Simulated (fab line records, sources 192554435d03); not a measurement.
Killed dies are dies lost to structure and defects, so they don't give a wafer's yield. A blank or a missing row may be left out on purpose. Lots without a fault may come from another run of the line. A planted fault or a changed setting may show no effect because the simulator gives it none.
One fault seen from 2 desks | flow n5_finfet | each desk has only its own numbers; what lay behind them comes last

THE METROLOGY DESK
What the gauges read, lot by lot, whatever tool the lot ran on: means of the sampled wafers that have a number. A lot is out of limits, marked OUT, if its mean lies more than 4 standard deviations from the usual mean; the brackets give that distance. Of its 10 readings 7 are shown: those that lie furthest out on some lot.
Columns: A = DIBL_N at N5_BEOL_M4_RC_MEAS_101, usual 36.0 mV/V; B = DIBL_P at N5_BEOL_M4_RC_MEAS_101, usual 36.0 mV/V; C = IOFF_P at N5_BEOL_M4_RC_MEAS_101, usual 0.20 nA/um; D = ION_P at N5_BEOL_M4_RC_MEAS_101, usual 461 uA/um; E = SS_N at N5_BEOL_M4_RC_MEAS_101, usual 71.5 mV/dec; F = SS_P at N5_BEOL_M4_RC_MEAS_101, usual 73.2 mV/dec; G = VT_P at N5_BEOL_M4_RC_MEAS_101, usual -251.0 mV
lot  | first seen here | A    | B    | C    | D   | E    | F    | G
L873 | day 8 12:22     | 34.9 | 34.5 | 0.16 | 451 | 70.7 | 72.5 | -255.5
L875 | day 8 19:13     | 35.5 | 35.3 | 0.22 | 460 | 71.8 | 72.7 | -249.0
L877 | day 9 18:07     | 35.5 | 34.7 | 0.20 | 460 | 71.4 | 73.0 | -249.2
L884 | day 10 21:57    | 36.0 | 35.2 | 0.20 | 463 | 71.7 | 72.8 | -251.9
L885 | day 11 09:58    | 35.8 | 35.8 | 0.20 | 462 | 71.8 | 73.3 | -253.0
L890 | day 12 21:11    | 36.2 | 37.7 | 0.19 | 459 | 71.8 | 73.6 | -254.7
L892 | day 13 00:13    | 34.4 | 35.8 | 0.20 | 463 | 71.0 | 72.9 | -250.8
L896 | day 13 23:31    | 37.1 | 35.7 | 0.22 | 458 | 71.4 | 73.5 | -249.7
L894 | day 14 00:02    | 33.6 | 33.1 | 0.18 | 463 | 71.0 | 72.4 | -251.0
This desk's finding: nothing out of limits on any of the 9 lots.

THE TOOL OWNER'S DESK: cmp-03
The tool's own readings at N5_MOL_CONTACT_COAG_CMP_52 (polishes, stops on SiO2, t overpolish 1.5 s, target thk 66.5 nm): means of the sampled wafers that have a number, for each lot that ran on this tool. A lot is out of limits, marked OUT, if its mean lies more than 4 standard deviations from the usual mean; the brackets give that distance.
Columns: A = motor_current_A at N5_MOL_CONTACT_COAG_CMP_52, usual 11.2 A; B = overpolish_run_s at N5_MOL_CONTACT_COAG_CMP_52, usual 1.502 s; C = platen_rpm at N5_MOL_CONTACT_COAG_CMP_52, usual 50.29 rpm; D = time_to_endpoint_s at N5_MOL_CONTACT_COAG_CMP_52, usual 13.7 s
lot  | first seen here | A    | B     | C               | D
L875 | day 5 19:36     | 11.8 | 1.498 | 50.31           | 13.2
L877 | day 6 07:19     | 11.7 | 1.502 | 50.30           | 12.0
L884 | day 7 23:48     | 11.8 | 1.501 | 48.30 (-58) OUT | 10.8
L885 | day 8 11:59     | 9.4  | 1.512 | 48.26 (-60) OUT | 14.0
This desk's finding: out of limits on L884, L885; first on L884, day 7 23:48 (platen_rpm at N5_MOL_CONTACT_COAG_CMP_52). In limits: L875, L877.

PUT TOGETHER
The tool owner's desk could have raised an alarm at day 7 23:48, on L884, L885.
The metrology desk saw nothing out of limits.
The metrology desk has L884, L885 on record, within its limits.
Of the lots named, all ran N5_MOL_CONTACT_COAG_CMP_52 on cmp-03.

WHAT THE SIMULATOR HAD PUT IN
Process parameter drift: cmp-03, from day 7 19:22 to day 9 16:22, at N5_MOL_CONTACT_COAG_CMP_52. Setting platen_rpm, moved by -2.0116, from 50.289. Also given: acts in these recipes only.
Lots struck among those shown: L884, L885.
Hours from the fault's start to each desk's first reading out of limits: the tool owner's desk, 4.
